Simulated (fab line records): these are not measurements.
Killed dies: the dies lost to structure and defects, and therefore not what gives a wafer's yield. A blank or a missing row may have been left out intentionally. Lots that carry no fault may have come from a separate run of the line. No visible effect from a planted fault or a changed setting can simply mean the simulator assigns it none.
Which tool is to blame?	flow nand-harc	45 wafers from 15 lots sampled at 3 of the route's 1159 steps

WHAT THE GAUGES SHOWED, per wafer
NHARC_P_BONDPAD_THK_MEAS_33: measures by ellipsometry. Usual: thk-nm reads 200.2 nm (standard deviation 1.6).
lot	measured	on	thk-nm (nm)	flag
L907	day 7 04:41	film-metro-01	199.5 199.7 204.1	
L909	day 7 05:21	film-metro-01	200.5 200.7 200.6	
L908	day 7 06:09	film-metro-01	199.7 198.5 203.8	
L911	day 7 11:58	film-metro-02	198.4 200.7 201.5	
L912	day 7 16:10	film-metro-02	203.8 200.4 201.1	
L913	day 7 21:18	film-metro-01	202.2 200.5 200.9	
L914	day 7 22:37	film-metro-02	200.9 201.4 204.2	
L915	day 8 17:35	film-metro-01	201.4 197.7 201.5	
L920	day 10 03:54	film-metro-01	200.1 199.3 203.2	
L923	day 10 10:59	film-metro-02	197.5 196.8 200.3	
L924	day 10 21:22	film-metro-02	198.4 200.9 198.7	
L925	day 10 21:53	film-metro-01	200.9 201.3 199.7	
L926	day 11 05:13	film-metro-01	199.8 200.8 202.6	
L929	day 12 00:13	film-metro-01	199.2 198.8 199.1	
L930	day 12 06:44	film-metro-01	198.9 199.0 198.0	

EACH LOT AND THE TOOL THAT RAN IT (in order: tool; ch and the chambers of the sampled wafers; start)
lot	NHARC_P_M2_ETCH_35	NHARC_P_M2_ETCH_15
L907	rie-diel-11 ch 1,2,3, day 7 00:56	rie-diel-11 ch 1,2,3, day 7 04:41 or earlier
L909	rie-diel-13 ch 1,2, day 7 01:35	rie-diel-13 ch 0,1,3, day 7 05:21 or earlier
L908	rie-diel-11 ch 0,2,3, day 7 02:05	rie-diel-11 ch 0,1,2, day 7 06:09 or earlier
L911	rie-diel-13 ch 1,2,3, day 7 08:02	rie-diel-13 ch 0,2,3, day 7 11:58 or earlier
L912	rie-diel-11 ch 1,2,3, day 7 12:30	rie-diel-11 ch 1,2,3, day 7 16:10 or earlier
L913	rie-diel-01 ch 0,3, day 7 17:31	rie-diel-01 ch 0,1,2, day 7 21:18 or earlier
L914	rie-diel-01 ch 2,3, day 7 18:51	rie-diel-01 ch 0,1,2, day 7 22:37 or earlier
L915	rie-diel-11 ch 0,1, day 8 13:23	rie-diel-11 ch 0,3, day 8 17:35 or earlier
L920	rie-diel-11 ch 1,2,3, day 10 00:10	rie-diel-11 ch 0,1,3, day 10 03:54 or earlier
L923	rie-diel-11 ch 0,1,2, day 10 07:10	rie-diel-11 ch 0,1, day 10 10:59 or earlier
L924	rie-diel-11 ch 1,2,3, day 10 17:22	rie-diel-11 ch 1,2,3, day 10 21:22 or earlier
L925	rie-diel-01 ch 0,1,2, day 10 17:59	rie-diel-01 ch 1,2,3, day 10 21:53 or earlier
L926	rie-diel-01 ch 1,2,3, day 11 01:29	rie-diel-01 ch 0,1,2, day 11 05:13 or earlier
L929	rie-diel-11 ch 0,1,2, day 11 19:55	rie-diel-11 ch 1,2, day 12 00:13 or earlier
L930	rie-diel-11 ch 0,1,2, day 12 02:57	rie-diel-11 ch 0,1,2, day 12 06:44 or earlier
- NHARC_P_M2_ETCH_35: etches the open film in N2/H2, target depth 40 nm, overetch 12 nm, time 43.94 s.
- NHARC_P_M2_ETCH_15: etches the open film in C4F8/Ar, target depth 182.5 nm, time 91.2 s.

AS READ BY THE TOOLS THEMSELVES (means over the sampled wafers that have a number; for cases with no such wafer, the mark the record gives instead)
NHARC_P_M2_ETCH_35. Usual: drypump-motor-current-A 5.7 A, standard deviation 0.38; n2-flow-sccm 149.9 sccm, standard deviation 0.41; oes-product-au 0.999 a.u., standard deviation 0.011; rf-vpp-V 429.6 V, standard deviation 2.9; showerhead-plenum-p-Torr 2.01 Torr, standard deviation 0.1; throttle-valve-pct 14.171 %, standard deviation 0.0085.
lot	tool	drypump-motor-current-A (A)	n2-flow-sccm (sccm)	oes-product-au (a.u.)	rf-vpp-V (V)	showerhead-plenum-p-Torr (Torr)	throttle-valve-pct (%)	flag
L907	rie-diel-11	5.8	149.7	1.004	430.9	2.06	14.175	
L909	rie-diel-13	5.8	149.7	1.005	428.7	1.97	14.172	
L908	rie-diel-11	5.8	149.7	1.004	429.4	2.01	14.168	
L911	rie-diel-13	5.8	149.9	1.002	431.0	2.01	14.173	
L912	rie-diel-11	5.7	150.1	1.011	430.8	2.06	14.181	
L913	rie-diel-01	5.8	150.3	0.980	429.3	1.98	14.174	
L914	rie-diel-01	5.8	149.8	0.980	432.0	2.08	14.172	
L915	rie-diel-11	5.5	149.4	1.013	429.1	2.01	14.175	
L920	rie-diel-11	5.7	149.4	1.005	430.6	2.06	14.161	
L923	rie-diel-11	5.6	150.1	1.004	427.4	1.96	14.171	
L924	rie-diel-11	5.7	150.2	1.002	430.7	2.06	14.168	
L925	rie-diel-01	5.9	149.8	1.006	429.5	1.98	14.171	
L926	rie-diel-01	5.5	149.7	0.990	430.0	2.02	14.175	
L929	rie-diel-11	5.6	149.8	0.996	427.8	1.96	14.169	
L930	rie-diel-11	5.6	149.7	1.000	428.5	1.96	14.169	

NHARC_P_M2_ETCH_15. Usual: oes-product-au 0.946 a.u., standard deviation 0.026; rf-vpp-V 440 V, standard deviation 3.
lot	tool	oes-product-au (a.u.)	rf-vpp-V (V)	flag
L907	rie-diel-11	0.931	441	
L909	rie-diel-13	0.917	440	
L908	rie-diel-11	0.926	439	
L911	rie-diel-13	0.928	439	
L912	rie-diel-11	0.974	442	
L913	rie-diel-01	0.967	439	
L914	rie-diel-01	0.975	439	
L915	rie-diel-11	0.959	442	
L920	rie-diel-11	0.967	441	
L923	rie-diel-11	0.936	438	
L924	rie-diel-11	0.966	441	
L925	rie-diel-01	0.921	440	
L926	rie-diel-01	0.932	439	
L929	rie-diel-11	0.985	441	
L930	rie-diel-11	0.974	439	

THE ANSWER, worked out from the rows above alone
Rule: a lot is off if the mean of its wafers that have a number lies more than 3 standard deviations from the usual mean. Also off: a lot with no number at a reading for which 4 or more lots have one. The other lots that the step has rows for count as sound. First the gauges in route order, then the tools' own readings, where a lot's mean is used as printed above. At the first step where some lot is off, the reading lying furthest off is the one used; lots without a number count as furthest.
Nothing can be told from this: no lot is off at any reading shown.

WHAT THE SIMULATOR HAD INSERTED
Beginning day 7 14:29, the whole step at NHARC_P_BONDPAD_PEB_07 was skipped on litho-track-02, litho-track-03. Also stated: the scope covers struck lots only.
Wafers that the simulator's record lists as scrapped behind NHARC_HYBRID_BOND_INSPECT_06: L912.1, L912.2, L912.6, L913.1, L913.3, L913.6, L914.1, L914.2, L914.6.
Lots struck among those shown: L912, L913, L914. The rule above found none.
